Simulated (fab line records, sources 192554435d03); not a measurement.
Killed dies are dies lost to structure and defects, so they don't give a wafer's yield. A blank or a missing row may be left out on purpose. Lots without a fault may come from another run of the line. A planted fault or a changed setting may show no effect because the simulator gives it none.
Chamber matching | flow n5_finfet | N5_ILD0_CMP_07 on cmp-04: 4 sister chambers
The step polishes SiO2 flowable, stops on poly-Si, t overpolish 1.18 s, target thk 138.88 nm. 7 wafers are shown with their chamber, then 7 later ones without.

WAFERS WITH THEIR CHAMBER
wafer  | chamber | motor_current_A (A) | pad_life_wafers
L086.3 | 3       | 14.2                | 1560
L088.3 | 2       | 12.3                | 1658
L092.1 | 1       | 11.0                | 1903
L092.3 | 3       | 13.7                | 1905
L092.4 | 0       | 14.9                | 1902
L093.2 | 2       | 12.0                | 1976
L093.4 | 0       | 14.4                | 1974

WAFERS WITHOUT THEIR CHAMBER
wafer  | motor_current_A (A) | pad_life_wafers
L094.1 | 11.2                | 2040
L094.2 | 12.6                | 2041
L094.3 | 14.8                | 2043
L095.2 | 12.6                | 2126
L095.3 | 14.1                | 2124
L097.1 | 14.1                | 43
L097.3 | 11.0                | 45

WHICH CHAMBER EACH WENT THROUGH
wafer  | from the rows above     | in truth
L094.1 | 1                       | 1
L094.2 | 2                       | 2
L094.3 | 0                       | 0
L095.2 | 2                       | 2
L095.3 | can't be placed: 0 or 3 | 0
L097.1 | can't be placed: 3 or 0 | 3
L097.3 | can't be placed: 1 or 2 | 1
Placed correctly: 4 of 7. Can't be placed from these rows: 3 (the true chamber is among the candidates in 3). Placed wrongly: 0.
How it was worked out, from the rows above alone: a wafer's distance from a chamber is the root of the sum, over the readings, of the square of ((its reading less the chamber's mean) divided by the reading's scatter). The wafer belongs to the nearest chamber; if the next one is less than 2 further off, it can't be placed. A chamber's mean is the mean of its shown wafers. The scatter: the root of (the sum of the squares of (reading less its chamber's mean) over the shown wafers, divided by (wafers less chambers)).
